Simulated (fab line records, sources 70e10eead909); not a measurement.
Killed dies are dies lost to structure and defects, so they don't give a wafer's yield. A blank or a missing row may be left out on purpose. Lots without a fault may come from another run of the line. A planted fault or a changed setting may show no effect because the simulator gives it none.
fab line records | flow nand_harc
record lots=6 wafers=18 last_day=31
route steps=1302 shown A_M1@1180 A_BONDPAD@1202 END@1302
lots that met no fault: from a run of the same line without faults
start_h: hours from the record's first day to the start of the lot's first wafer shown | wait_h: hours since the lot's step before | " the same as in the row above | L1.1+2: a row that stands for several wafers | - no value, or no start given | * or withheld: withheld | < > ~ a bound
route shown NAME@n: a module of which the file shows steps, and the number in the route of the first | usual: mean/standard deviation of fault-free wafers | same: alike in all rows | chamber/n: place in a boat | sites: the reading at each site | _std_site: their standard deviation | _edge_site: outer sites' mean less inner sites' | radius_mm: how far each site lies from the wafer's centre | mask NAME#n: copy n | behind: the tool/chamber that last shaped the wafer | hold: why the lot was held/for how many hours/how that ended | device: the transistor (n, p or np) that didn't switch | end of line: the same wafers' tests at the end of the route | a step without rows: its recipe alone | killed: dies lost to structure and defects at the first sort, not the wafer's yield | map: a wafer's dies, x killed, . not, _ none there
set.NAME: the setting as run; set.NAME@STEP: as run at that earlier step | model.NAME: the simulator's own value behind a step, which no gauge read
lots at some steps of the route; a table a step, a row a wafer
services: from which hour (start_h, from the record's first day; less than 0 if before it) a tool's chamber was out of use, for how many hours, and why
## steps
# step NHARC_A_M1_OVL_MEAS_10
# recipe pitch_nm=240
# usual overlay_x_nm=-0.1/0.73 overlay_y_nm=0.0/0.84
# columns lot.wafer tool chamber start_h wait_h overlay_x_nm overlay_y_nm
L486.1 overlay-01 - 557.79 - 0.1 1.3
L486.4 " - " " 0.5 0.7
L486.6 " - " " 0.2 0.8
L489.3 overlay-02 - 598.34 - 1.5 1.1
L489.4 " - " " 0.7 0.9
L489.6 " - " " 0.8 1.0
L495.2 overlay-02 - 673.80 - 0.1 -2.1
L495.4 " - " " -0.5 -1.7
L495.5 " - " " 0.1 -1.3
L496.1 overlay-02 - 690.71 - -1.7 -0.9
L496.2 " - " " -1.6 -0.6
L496.3 " - " " -1.9 -0.7
L497.1 overlay-01 - 694.06 - 0.3 -0.7
L497.3 " - " " 0.3 -0.4
L497.6 " - " " 0.2 -0.3
L499.3 overlay-02 - 699.82 - 0.6 -1.3
L499.4 " - " " -0.1 -0.8
L499.6 " - " " 0.2 -1.0
# step NHARC_A_M1_INSPECT_11
# usual raw_defect_count=90/32
# columns lot.wafer tool chamber start_h wait_h raw_defect_count
L486.1 defect_inspect-02 - 557.83 0.0 126
L486.4 " - " " 113
L486.6 " - " " 124
L489.3 defect_inspect-01 - 598.38 0.0 127
L489.4 " - " " 130
L489.6 " - " " 120
L495.2 defect_inspect-01 - 673.84 0.0 114
L495.4 " - " " 108
L495.5 " - " " 82
L496.1 defect_inspect-02 - 690.75 0.0 135
L496.2 " - " " 125
L496.3 " - " " 106
L497.1 defect_inspect-02 - 694.09 0.0 101
L497.3 " - " " 100
L497.6 " - " " 88
L499.3 defect_inspect-01 - 699.85 0.0 69
L499.4 " - " " 72
L499.6 " - " " 75
# step NHARC_A_M1_DESCUM_14
# recipe time_s=3 o2_flow_sccm=200 ar_flow_sccm=0 bias_power_w=0 chemistry=O2
# usual drypump_motor_current_A=5.5/0.39 oes_product_au=0.999/0.012 rf_vpp_V=57.9/0.9 showerhead_plenum_p_Torr=1.93/0.084 throttle_valve_pct=11.313/0.0087
# same bias_power_w=0
# columns lot.wafer tool chamber start_h wait_h drypump_motor_current_A oes_product_au rf_hours_counter_h rf_vpp_V showerhead_plenum_p_Torr throttle_valve_pct
L486.1 rie_diel-13 3 557.89 0.1 6.0 0.982 0.7 57.0 1.95 11.314
L486.4 " 0 " " 4.9 1.010 0.6 56.7 1.92 11.314
L486.6 " 0 " " 4.9 1.016 - 57.3 1.92 11.303
L489.4 rie_diel-07 0 598.44 0.1 5.9 1.011 4.4 56.1 2.02 11.319
L489.3 " 3 " " 5.3 0.991 5.0 56.4 1.83 11.310
L489.6 " 0 " " 5.9 1.010 - 57.2 2.02 11.304
L495.4 rie_diel-13 2 673.91 0.1 5.9 1.016 2.9 57.5 1.79 11.313
L495.2 " 0 " " 4.9 1.004 2.9 58.1 1.92 11.310
L495.5 " 2 " " 5.9 1.010 - 56.8 1.79 11.313
L496.1 rie_diel-06 0 690.81 0.1 5.2 1.012 2.0 58.2 2.01 11.305
L496.2 " 1 " " 5.7 1.016 1.8 58.3 1.92 11.313
L496.3 " 2 " " 5.6 1.000 1.9 58.4 1.97 11.320
L497.1 rie_diel-13 3 694.16 0.1 6.0 0.991 3.0 57.8 1.95 11.314
L497.3 " 1 " " 4.9 0.983 3.5 58.1 2.03 11.307
L497.6 " 2 " " 5.9 1.005 - 56.3 1.79 11.314
L499.4 rie_diel-07 1 699.93 0.1 5.5 1.011 2.6 58.5 1.90 11.302
L499.3 " 2 " " 5.6 0.993 1.7 57.7 1.77 11.315
L499.6 " 0 " " 5.9 1.010 - 59.1 2.02 11.322
# step NHARC_A_M1_ETCH_35
# recipe target_depth_a=400 overetch_a=120 time_s=43.94 ion_energy_ev=200 n2_flow_sccm=150 h2_flow_sccm=150 ar_flow_sccm=0 rf_w=400 bias_w=150 chemistry=N2/H2
# step NHARC_A_M1_ETCH_15
# recipe target_depth_a=1825 time_s=91.2 c4f8_flow_sccm=withheld ar_flow_sccm=400 rf_w=600 bias_w=300 chemistry=C4F8/Ar
# usual bias_w=299.9/0.85 oes_product_au=0.951/0.025 rf_vpp_V=441.0/2.8
# columns lot.wafer tool chamber start_h wait_h bias_w oes_product_au rf_hours_counter_h rf_vpp_V
L486.1 rie_diel-13 2 - - 300.1 0.978 0.7 437.1
L486.4 " 0 " " 300.8 0.965 0.6 441.4
L486.6 " 1 " " 300.2 0.964 - 445.0
L489.3 rie_diel-07 2 - - 299.3 0.982 4.8 436.4
L489.4 " 0 " " 299.8 0.965 4.4 443.2
L489.6 " 2 " " 299.6 0.989 - 437.0
L495.2 rie_diel-13 2 - - 301.0 0.939 3.0 436.4
L495.4 " 3 " " 298.1 0.913 2.5 442.0
L495.5 " 2 " " 301.1 0.942 - 436.6
L496.3 rie_diel-06 0 - - 300.3 0.985 2.0 444.7
L496.2 " 1 " " 299.2 0.990 1.8 441.4
L496.1 " 3 " " 299.7 0.963 2.2 442.3
L497.3 rie_diel-13 2 - - 300.1 0.935 3.6 437.2
L497.1 " 3 " " 300.9 0.916 3.1 442.0
L497.6 " 3 " " 300.3 0.914 - 440.8
L499.4 rie_diel-07 0 - - 299.7 0.978 2.1 444.8
L499.3 " 2 " " 301.2 0.978 1.7 437.5
L499.6 " 0 " " 299.4 0.986 - 442.2
# step NHARC_A_M1_CD_MEAS_16
# usual cd_nm=120.1/0.94
# columns lot.wafer tool chamber start_h wait_h cd_nm
L486.1 cd_sem-02 - 558.20 - 119.7
L486.4 " - " " 120.4
L486.6 " - " " 119.4
L489.3 cd_sem-03 - 598.75 - 120.5
L489.4 " - " " 120.5
L489.6 " - " " 119.7
L495.2 cd_sem-03 - 674.21 - 120.8
L495.4 " - " " 121.1
L495.5 " - " " 120.2
L496.1 cd_sem-01 - 691.11 - 121.6
L496.2 " - " " 120.7
L496.3 " - " " 120.5
L497.1 cd_sem-02 - 694.46 - 122.7
L497.3 " - " " 120.0
L497.6 " - " " 120.0
L499.3 cd_sem-01 - 700.22 - 121.0
L499.4 " - " " 121.2
L499.6 " - " " 120.3
# step NHARC_A_M1_STRIP_18
# recipe power_w=1000 n2_flow_sccm=150 h2_flow_sccm=150 ar_flow_sccm=0 bias_w=0 chemistry=N2/H2
# usual drypump_motor_current_A=5.5/0.35 oes_product_au=1.002/0.014 power_w=1000/3 rf_vpp_V=90.8/0.92 showerhead_plenum_p_Torr=2.06/0.089 throttle_valve_pct=14.173/0.0086
# same bias_w=0
# columns lot.wafer tool chamber start_h wait_h drypump_motor_current_A oes_product_au power_w rf_hours_counter_h rf_vpp_V showerhead_plenum_p_Torr throttle_valve_pct
L486.4 rie_diel-07 0 558.30 0.1 5.9 1.024 996 3.3 91.2 2.16 14.171
L486.1 " 2 " " 5.6 1.006 998 3.2 89.9 1.89 14.170
L486.6 " 3 " " 5.3 1.005 999 - 90.9 1.95 14.185
L489.3 rie_diel-06 2 598.82 0.1 5.5 1.018 999 4.9 92.1 2.10 14.154
L489.4 " 3 " " 5.8 0.987 1003 4.6 90.8 2.12 14.166
L489.6 " 3 " " 5.8 0.984 1004 - 90.4 2.12 14.175
L495.4 rie_diel-06 3 674.31 0.1 5.8 0.977 998 0.6 91.8 2.11 14.176
L495.2 " 0 " " 5.2 1.012 1007 0.8 91.1 2.14 14.166
L495.5 " 3 " " 5.8 0.985 1000 - 90.2 2.11 14.173
L496.1 rie_diel-13 0 691.19 0.1 4.9 1.009 1000 3.5 91.6 2.04 14.168
L496.2 " 1 " " 4.9 0.989 1002 3.4 90.9 2.17 14.168
L496.3 " 2 " " 5.9 1.004 1000 3.5 90.4 1.91 14.174
L497.1 rie_diel-07 0 694.56 0.1 5.9 1.007 1006 1.9 91.1 2.16 14.159
L497.3 " 2 " " 5.6 0.999 1000 1.4 89.1 1.88 14.171
L497.6 " 3 " " 5.3 0.993 1000 - 90.6 1.95 14.186
L499.3 rie_diel-06 3 700.29 0.1 5.8 1.003 996 2.5 91.5 2.11 14.169
L499.4 " 1 " " 5.7 1.022 1001 2.2 90.1 2.05 14.164
L499.6 " 0 " " 5.2 1.028 997 - 90.6 2.14 14.176
# step NHARC_A_M1_ETCH_28
# recipe target_depth_a=300 over_etch_frac=0.3 time_s=72.99 ion_energy_ev=150 cf4_flow_sccm=50 n2_flow_sccm=100 ar_flow_sccm=150 rf_w=300 bias_w=100 chemistry=CF4/N2
# step NHARC_A_M1_STRIP_19
# recipe time_s=600 temp_c=30 chemistry=post_etch_residue_remover
# step NHARC_A_M1_DEGAS_29
# recipe temp_c=250 time_s=60
# step NHARC_A_M1_PRE_CLEAN_30
# recipe time_s=30 temp_c=280 gas=H2/He
# usual heater_power_w=401/23
# columns lot.wafer tool chamber start_h wait_h heater_power_w
L486.4 pvd_sputter-01 - - - 378
L486.1 " - " " 447
L486.6 " - " " 389
L489.3 pvd_sputter-03 - - - 378
L489.4 " - " " 376
L489.6 " - " " 402
L495.4 pvd_sputter-01 - - - 429
L495.2 " - " " 423
L495.5 " - " " 417
L496.3 pvd_sputter-01 - - - 391
L496.2 " - " " 424
L496.1 " - " " 418
L497.1 pvd_sputter-02 - - - 412
L497.3 " - " " 426
L497.6 " - " " 415
L499.3 pvd_sputter-02 - - - 405
L499.4 " - " " 383
L499.6 " - " " 429
# step NHARC_A_M1_PVD_20
# recipe target_thk_a=50 bias_v=168.6 power_w=15000 chamber_pressure_pa=0.12 time_s=8.06 substrate_temp_c=50 material=TaN
# step NHARC_A_M1_PVD_21
# recipe target_thk_a=300 chamber_pressure_pa=5 power_w=5000 substrate_temp_c=30 time_s=20.49 material=Cu
# usual throttle_valve_pct=30.3/0.81
# columns lot.wafer tool chamber start_h wait_h throttle_valve_pct
L486.4 pvd_sputter-01 - 559.15 - 30.0
L486.1 " - " " 29.9
L486.6 " - " " 30.5
L489.4 pvd_sputter-03 - 599.72 - 31.5
L489.3 " - " " 30.6
L489.6 " - " " 29.9
L495.2 pvd_sputter-01 - 675.15 - 30.1
L495.4 " - " " 31.0
L495.5 " - " " 30.2
L496.3 pvd_sputter-01 - 692.06 - 31.0
L496.1 " - " " 30.0
L496.2 " - " " 31.5
L497.3 pvd_sputter-02 - 695.40 - 30.4
L497.1 " - " " 28.6
L497.6 " - " " 28.7
L499.4 pvd_sputter-02 - 701.15 - 28.3
L499.3 " - " " 30.3
L499.6 " - " " 28.8
# step NHARC_A_M1_ECD_22
# recipe target_thk_a=4000 bath_temp_c=25 material=Cu
# step NHARC_A_M1_ANNEAL_31
# recipe temp_c=225 time_s=90
# step NHARC_A_M1_CMP_23
# recipe t_overpolish_s=20 target_thk_nm=154.34
# step NHARC_A_M1_SRD_25
# step NHARC_A_M1_INSPECT_27
# usual raw_defect_count=520/120
# columns lot.wafer tool chamber start_h wait_h raw_defect_count
L486.1 defect_inspect-02 - 560.46 0.0 510
L486.4 " - " " 420
L486.6 " - " " 475
L489.3 defect_inspect-01 - 601.56 0.0 619
L489.4 " - " " 598
L489.6 " - " " 806
L495.2 defect_inspect-02 - 676.47 0.0 473
L495.4 " - " " 351
L495.5 " - " " 405
L496.1 defect_inspect-01 - 693.38 0.0 474
L496.2 " - " " 488
L496.3 " - " " 494
L497.1 defect_inspect-02 - 696.72 0.0 696
L497.3 " - " " 376
L497.6 " - " " 530
L499.3 defect_inspect-02 - 702.48 0.0 426
L499.4 " - " " 454
L499.6 " - " " 727
# step NHARC_A_M1_PRE_CLEAN_32
# recipe time_s=12 temp_c=370 rf_power_w=300 gas=NH3
# step NHARC_A_M1_DEP_33
# recipe target_thk_a=300 temp_c=370 target_thk_nm=30 pressure_torr=3 flow_sccm=200 rf_w=450 material=SiCN
# usual chamber_pressure_Torr=3.000/0.0068 heater_power_w=604/76
# columns lot.wafer tool chamber start_h wait_h chamber_pressure_Torr heater_power_w
L486.1 pecvd-02 1 560.65 0.1 3.009 609
L486.6 " 1 " " 3.012 623
L486.4 " 2 " " 3.007 676
L489.3 pecvd-04 0 601.70 0.1 3.001 561
L489.4 " 0 " " 3.007 554
L489.6 " 1 " " 3.007 631
L495.2 pecvd-02 0 676.66 0.1 2.994 492
L495.4 " 0 " " 2.993 499
L495.5 " 1 " " 2.991 621
L496.2 pecvd-02 1 693.53 0.1 3.004 749
L496.3 " 2 " " 3.012 601
L496.1 " 0 " " 3.007 533
L497.1 pecvd-04 2 696.87 0.1 3.004 465
L497.3 " 1 " " 2.997 568
L497.6 " 2 " " 3.009 465
L499.3 pecvd-04 2 702.63 0.1 2.995 487
L499.4 " 0 " " 3.000 606
L499.6 " 1 " " 2.998 614
# step NHARC_A_BONDPAD_DEP_00
# recipe target_thk_a=2500 temp_c=370 target_thk_nm=250 pressure_torr=3 flow_sccm=200 rf_w=450 material=SiCN
# step NHARC_A_BONDPAD_CMP_29
# recipe target_thk_nm=200 material=SiCN
# step NHARC_A_BONDPAD_THK_MEAS_30
# recipe thk_meas_gauge=ellipsometry
# usual thk_nm=199.8/1.6
# columns lot.wafer tool chamber start_h wait_h thk_nm
L486.1 film_metro-01 - 561.83 0.2 201.6
L486.4 " - " " 200.5
L486.6 " - " " 200.3
L489.3 film_metro-02 - 603.05 0.2 200.6
L489.4 " - " " 199.1
L489.6 " - " " 200.6
L495.4 film_metro-02 - 677.83 0.2 199.9
L496.2 film_metro-01 - 694.74 0.2 200.6
L496.3 " - " " 200.4
L497.1 film_metro-01 - 698.08 0.2 201.0
L497.3 " - " " 200.9
L497.6 " - " " 197.3
L499.3 film_metro-01 - 703.87 0.2 200.3
L499.4 " - " " 199.2
L499.6 " - " " 195.9
# step NHARC_A_BONDPAD_SRD_31
# step NHARC_A_BONDPAD_DEHYDRATE_01
# recipe temp_c=150 time_s=120
# step NHARC_A_BONDPAD_HMDS_02
# recipe time_s=30
# step NHARC_A_BONDPAD_COAT_33
# recipe temp_c=200 time_s=65
# step NHARC_A_BONDPAD_COAT_03
# recipe spin_rpm=2000 resist_thk_nm=600
# step NHARC_A_BONDPAD_SOFTBAKE_04
# recipe temp_c=125 time_s=70
# step NHARC_A_BONDPAD_EBR_05
# step NHARC_A_BONDPAD_EXPOSE_06
# recipe na=0.55 dose_mj=36.99 mask_id=A_BPAD
# step NHARC_A_BONDPAD_PEB_07
# recipe peb_temp_c=128 peb_time_s=80
# step NHARC_A_BONDPAD_DEVELOP_08
# recipe time_s=50 dev_temp_c=22
# step NHARC_A_BONDPAD_CD_MEAS_09
# recipe target_cd_nm=500 landing_energy_ev=500
# usual cd_nm=499.7/2.5
# columns lot.wafer tool chamber start_h wait_h cd_nm
L486.1 cd_sem-02 0 562.40 - 499.2
L486.4 " 0 " " 497.2
L486.6 " 0 " " 498.1
L489.3 cd_sem-02 0 603.49 - 501.3
L489.4 " 0 " " 503.5
L489.6 " 0 " " 496.6
L495.4 cd_sem-02 0 678.42 - 499.6
L496.2 cd_sem-02 0 695.31 - 503.0
L496.3 " 0 " " 500.0
L497.1 cd_sem-02 0 698.64 - 496.7
L497.3 " 0 " " 497.9
L497.6 " 0 " " 494.4
L499.3 cd_sem-02 0 704.31 - 498.6
L499.4 " 0 " " 502.6
L499.6 " 0 " " 493.8
# step NHARC_A_BONDPAD_OVL_MEAS_35
# usual overlay_x_nm=-2/5.4 overlay_y_nm=2/6
# columns lot.wafer tool chamber start_h wait_h overlay_x_nm overlay_y_nm
L486.1 overlay-02 - 562.49 - -14 3
L486.4 " - " " -15 3
L486.6 " - " " -14 3
L489.3 overlay-01 - 603.57 - -4 1
L489.4 " - " " -5 2
L489.6 " - " " -5 2
L495.4 overlay-02 - 678.50 - -4 -8
L496.2 overlay-02 - 695.39 - -6 9
L496.3 " - " " -5 9
L497.1 overlay-02 - 698.73 - -3 -1
L497.3 " - " " -2 -1
L497.6 " - " " -2 -1
L499.3 overlay-01 - 704.39 - 4 2
L499.4 " - " " 4 2
L499.6 " - " " 4 3
# step NHARC_A_BONDPAD_HARDBAKE_10
# recipe temp_c=118 time_s=65
# step NHARC_A_BONDPAD_DESCUM_11
# recipe time_s=3 o2_flow_sccm=200 ar_flow_sccm=0 bias_power_w=0 chemistry=O2
# step NHARC_A_BONDPAD_ETCH_34
# recipe target_depth_a=600 overetch_a=180 time_s=65.91 ion_energy_ev=200 n2_flow_sccm=150 h2_flow_sccm=150 ar_flow_sccm=0 rf_w=400 bias_w=150 chemistry=N2/H2
# step NHARC_A_BONDPAD_ETCH_12
# recipe target_depth_a=2200 time_s=110 chf3_flow_sccm=50 o2_flow_sccm=10 ar_flow_sccm=200 rf_w=500 bias_w=200 chemistry=CHF3/O2
# step NHARC_A_BONDPAD_CD_MEAS_13
# usual cd_nm=498.6/2.9
# columns lot.wafer tool chamber start_h wait_h cd_nm
L486.1 cd_sem-03 - 562.93 - 495.9
L486.4 " - " " 497.6
L486.6 " - " " 497.3
L489.3 cd_sem-01 - 604.57 - 500.7
L489.4 " - " " 504.2
L489.6 " - " " 496.7
L495.4 cd_sem-01 - 678.95 - 498.6
L496.2 cd_sem-02 - 695.83 - 502.9
L496.3 " - " " 498.1
L497.1 cd_sem-02 - 699.17 - 495.5
L497.3 " - " " 495.5
L497.6 " - " " 494.1
L499.3 cd_sem-03 - 707.73 - 496.7
L499.4 " - " " 500.2
L499.6 " - " " 490.4
# step NHARC_END_SORT_01
# recipe temp_c=25
# usual defect_limited_yield=91.0/2.5 killed_at_array=56/17 killed_at_other=0.9/1.2 killed_at_periphery=3.9/2.5 killed_dies=61/17 killed_open=3.2/1.8 killed_short=2.7/1.7
# same gross_dies=677
# columns lot.wafer tool chamber start_h wait_h defect_limited_yield[%] killed_at_array killed_at_other killed_at_periphery killed_dies killed_open killed_short
L486.1 prober-02 0 593.71 2.5 87.6 78 0 6 84 5 4
L486.4 prober-02 0 596.11 3.4 89.2 70 0 3 73 4 4
L486.6 prober-02 0 597.72 4.0 88.0 76 0 5 81 5 5
L489.3 prober-01 0 633.71 3.1 90.3 63 1 2 66 3 5
L489.4 prober-01 0 634.51 3.4 89.2 69 1 3 73 5 2
L489.6 prober-01 0 636.10 4.0 89.4 71 0 1 72 1 4
L495.2 prober-02 0 711.39 2.8 0 673 0 4 677 5 2
L495.4 prober-02 0 712.97 3.4 91.9 53 0 2 55 1 1
L495.5 prober-02 0 713.76 3.7 0 674 0 3 677 1 5
L496.1 prober-01 0 739.19 2.5 0 674 0 3 677 2 2
L499.3 prober-02 0 744.97 3.1 93.1 44 0 3 47 5 0
L499.4 prober-02 0 745.76 3.4 93.1 39 0 8 47 0 0
L499.6 prober-02 0 747.35 4.0 91.6 55 0 2 57 4 4
# killed by level:class
L486.1 A_CHANNEL_HOLE_D1:chamber_film_flake=32 A_CHANNEL_HOLE_D2:chamber_film_flake=31 P_ZERO_WELL:chamber_film_flake=4 A_CHANNEL_FILL_D2:geometric_particle:short=2 A_CHANNEL_FILL_D2:chamber_film_flake=2 A_STAIRCASE:chamber_film_flake=2 P_GATE:geometric_particle:open=1 A_DECK1_JOINT:geometric_particle:short=1
L486.4 A_CHANNEL_HOLE_D2:chamber_film_flake=28 A_CHANNEL_HOLE_D1:chamber_film_flake=26 P_BONDPAD:chamber_film_flake=3 A_SLIT:chamber_film_flake=3 A_CHANNEL_FILL_D2:geometric_particle:open=2 A_CONTACT:chamber_film_flake=2 A_CHANNEL_FILL_D1:geometric_particle:short=1 A_CHANNEL_FILL_D1:geometric_particle:open=1
L486.6 A_CHANNEL_HOLE_D1:chamber_film_flake=29 A_CHANNEL_HOLE_D2:chamber_film_flake=25 P_ZERO_WELL:chamber_film_flake=4 A_SLIT:chamber_film_flake=4 A_ONON_D2:geometric_particle:open=3 A_CHANNEL_FILL_D2:chamber_film_flake=3 A_CHANNEL_FILL_D2:geometric_particle:short=2 A_WL_FILL:geometric_particle:short=2
L489.3 A_CHANNEL_HOLE_D1:chamber_film_flake=26 A_CHANNEL_HOLE_D2:chamber_film_flake=19 A_STAIRCASE:chamber_film_flake=8 A_M1:geometric_particle:short=2 A_SOURCE_PLATE:geometric_particle:short=1 A_ONON_D2:geometric_particle:open=1 A_CHANNEL_HOLE_D2:geometric_particle:short=1 A_CHANNEL_FILL_D2:geometric_particle:open=1
L489.4 A_CHANNEL_HOLE_D1:chamber_film_flake=26 A_CHANNEL_HOLE_D2:chamber_film_flake=19 A_CONTACT:chamber_film_flake=6 A_STAIRCASE:chamber_film_flake=5 A_DECK1_JOINT:chamber_film_flake=4 A_SGD_CUT:chamber_film_flake=3 A_ONON_D1:geometric_particle:open=2 A_M0:geometric_particle:open=2
L489.6 A_CHANNEL_HOLE_D2:chamber_film_flake=27 A_CHANNEL_HOLE_D1:chamber_film_flake=27 A_STAIRCASE:chamber_film_flake=6 A_CONTACT:chamber_film_flake=3 A_SGD_CUT:chamber_film_flake=2 P_CONTACT:geometric_particle:short=1 A_CHANNEL_HOLE_D1:geometric_particle:short=1 A_CHANNEL_FILL_D1:geometric_particle:short=1
L495.2 A_M1:area_pvd=621 A_CHANNEL_HOLE_D2:chamber_film_flake=22 A_SLIT:chamber_film_flake=15 A_CHANNEL_HOLE_D1:chamber_film_flake=5 P_STI:chamber_film_flake=3 A_M1:geometric_particle:open=2 A_CONTACT:chamber_film_flake=2 A_CHANNEL_FILL_D1:geometric_particle:open=1
L495.4 A_SLIT:chamber_film_flake=26 A_CHANNEL_HOLE_D2:chamber_film_flake=16 A_CHANNEL_HOLE_D1:chamber_film_flake=4 A_ZERO_WELL:chamber_film_flake=2 A_CONTACT:chamber_film_flake=2 A_WL_FILL:geometric_particle:short=1 A_CONTACT:geometric_particle:open=1 P_STI:chamber_film_flake=1
L495.5 A_M1:area_pvd=624 A_SLIT:chamber_film_flake=19 A_CHANNEL_HOLE_D2:chamber_film_flake=14 A_CHANNEL_HOLE_D1:chamber_film_flake=5 A_CONTACT:chamber_film_flake=4 A_WL_FILL:chamber_film_flake=2 P_CONTACT:geometric_particle:short=1 A_DECK1_JOINT:geometric_particle:short=1
L496.1 A_M1:area_pvd=591 A_SLIT:chamber_film_flake=35 A_CHANNEL_HOLE_D1:chamber_film_flake=31 A_CONTACT:chamber_film_flake=5 P_GATE:chamber_film_flake=3 A_STAIRCASE:chamber_film_flake=3 A_CHANNEL_FILL_D1:geometric_particle:open=2 A_ZERO_WELL:chamber_film_flake=2
L499.3 A_CHANNEL_HOLE_D1:chamber_film_flake=28 A_CONTACT:chamber_film_flake=6 A_SLIT:chamber_film_flake=5 P_CONTACT:geometric_particle:open=2 A_STAIRCASE:chamber_film_flake=2 P_GATE:geometric_particle:open=1 A_CHANNEL_HOLE_D1:geometric_particle:open=1 A_M0:geometric_particle:open=1
L499.4 A_CHANNEL_HOLE_D1:chamber_film_flake=28 A_CONTACT:chamber_film_flake=5 P_BONDPAD:chamber_film_flake=4 A_SLIT:chamber_film_flake=4 P_CONTACT:chamber_film_flake=3 P_GATE:chamber_film_flake=1 A_ZERO_WELL:chamber_film_flake=1 A_STAIRCASE:chamber_film_flake=1
L499.6 A_CHANNEL_HOLE_D1:chamber_film_flake=32 A_CONTACT:chamber_film_flake=10 A_STAIRCASE:chamber_film_flake=3 A_CHANNEL_FILL_D1:chamber_film_flake=2 P_M0:geometric_particle:open=1 P_M1:geometric_particle:open=1 A_SOURCE_PLATE:geometric_particle:short=1 A_CHANNEL_FILL_D1:geometric_particle:short=1
# map L495.2 (x killed, . not)
____________x____________
_________xxxxxxx_________
_______xxxxxxxxxxx_______
______xxxxxxxxxxxxx______
_____xxxxxxxxxxxxxxx_____
____xxxxxxxxxxxxxxxxx____
____xxxxxxxxxxxxxxxxx____
___xxxxxxxxxxxxxxxxxxx___
___xxxxxxxxxxxxxxxxxxx___
__xxxxxxxxxxxxxxxxxxxxx__
__xxxxxxxxxxxxxxxxxxxxx__
_xxxxxxxxxxxxxxxxxxxxxxx_
_xxxxxxxxxxxxxxxxxxxxxxx_
_xxxxxxxxxxxxxxxxxxxxxxx_
_xxxxxxxxxxxxxxxxxxxxxxx_
_xxxxxxxxxxxxxxxxxxxxxxx_
xxxxxxxxxxxxxxxxxxxxxxxxx
xxxxxxxxxxxxxxxxxxxxxxxxx
xxxxxxxxxxxxxxxxxxxxxxxxx
xxxxxxxxxxxxxxxxxxxxxxxxx
xxxxxxxxxxxxxxxxxxxxxxxxx
_xxxxxxxxxxxxxxxxxxxxxxx_
_xxxxxxxxxxxxxxxxxxxxxxx_
_xxxxxxxxxxxxxxxxxxxxxxx_
_xxxxxxxxxxxxxxxxxxxxxxx_
_xxxxxxxxxxxxxxxxxxxxxxx_
__xxxxxxxxxxxxxxxxxxxxx__
__xxxxxxxxxxxxxxxxxxxxx__
___xxxxxxxxxxxxxxxxxxx___
___xxxxxxxxxxxxxxxxxxx___
____xxxxxxxxxxxxxxxxx____
____xxxxxxxxxxxxxxxxx____
_____xxxxxxxxxxxxxxx_____
______xxxxxxxxxxxxx______
_______xxxxxxxxxxx_______
_________xxxxxxx_________
____________x____________
# map L496.1 (x killed, . not)
____________x____________
_________xxxxxxx_________
_______xxxxxxxxxxx_______
______xxxxxxxxxxxxx______
_____xxxxxxxxxxxxxxx_____
____xxxxxxxxxxxxxxxxx____
____xxxxxxxxxxxxxxxxx____
___xxxxxxxxxxxxxxxxxxx___
___xxxxxxxxxxxxxxxxxxx___
__xxxxxxxxxxxxxxxxxxxxx__
__xxxxxxxxxxxxxxxxxxxxx__
_xxxxxxxxxxxxxxxxxxxxxxx_
_xxxxxxxxxxxxxxxxxxxxxxx_
_xxxxxxxxxxxxxxxxxxxxxxx_
_xxxxxxxxxxxxxxxxxxxxxxx_
_xxxxxxxxxxxxxxxxxxxxxxx_
xxxxxxxxxxxxxxxxxxxxxxxxx
xxxxxxxxxxxxxxxxxxxxxxxxx
xxxxxxxxxxxxxxxxxxxxxxxxx
xxxxxxxxxxxxxxxxxxxxxxxxx
xxxxxxxxxxxxxxxxxxxxxxxxx
_xxxxxxxxxxxxxxxxxxxxxxx_
_xxxxxxxxxxxxxxxxxxxxxxx_
_xxxxxxxxxxxxxxxxxxxxxxx_
_xxxxxxxxxxxxxxxxxxxxxxx_
_xxxxxxxxxxxxxxxxxxxxxxx_
__xxxxxxxxxxxxxxxxxxxxx__
__xxxxxxxxxxxxxxxxxxxxx__
___xxxxxxxxxxxxxxxxxxx___
___xxxxxxxxxxxxxxxxxxx___
____xxxxxxxxxxxxxxxxx____
____xxxxxxxxxxxxxxxxx____
_____xxxxxxxxxxxxxxx_____
______xxxxxxxxxxxxx______
_______xxxxxxxxxxx_______
_________xxxxxxx_________
____________x____________
## services
# columns tool chamber start_h hours kind
pecvd-04 1 544.18 4.7 repair
rie_diel-13 0 552.50 - clean
rie_diel-13 1 552.50 - clean
rie_diel-13 2 552.50 - clean
rie_diel-13 3 552.50 - clean
rie_diel-06 1 560.64 4.2 repair
pvd_sputter-01 - 565.69 4.7 repair
rie_diel-13 0 577.00 - clean
rie_diel-13 1 577.00 - clean
rie_diel-13 2 577.00 - clean
pvd_sputter-01 - 582.17 10.0 pm
pecvd-02 - 589.00 13.0 pm
rie_diel-13 0 617.02 3.6 repair
pecvd-04 - 631.56 13.0 pm
pvd_sputter-02 - 638.00 10.0 pm
rie_diel-13 3 641.70 7.4 repair
rie_diel-07 - 648.26 9.0 pm
rie_diel-06 - 648.50 0.7 repair
rie_diel-06 1 655.02 2.8 repair
rie_diel-06 - 661.33 9.0 pm
rie_diel-13 3 661.70 5.9 repair
rie_diel-07 2 666.98 6.3 repair
pecvd-04 - 678.00 1.0 repair
rie_diel-13 - 696.00 9.0 pm
## key
first_sign step=NHARC_END_SORT_01 reading=killed_at_array direction=up sigmas=37 usual=56 struck=674
effect step=NHARC_END_SORT_01 reading=defect_limited_yield direction=down sigmas=36 usual=91.0 struck=0
more_kills_born_at NHARC_A_M1_PVD_21@pvd_sputter-01=1836
met_at NHARC_A_M1_PVD_21
struck_wafers L495.2,L495.5,L496.1
later_rows_left_out L495.2,L495.5,L496.1
onset_between 559.15 675.15
fault kind=process_parameter_drift tool=pvd_sputter-01 chamber=- onset_h=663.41 steps=NHARC_A_M1_PVD_21 channel=target_thk_a offset=* shape=step end_h=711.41 acts_in=* stated=* scope=struck_wafers_only
# later_rows_left_out: the simulator's readings of these wafers behind a module that went badly wrong aren't trusted and aren't shown, but for the sort
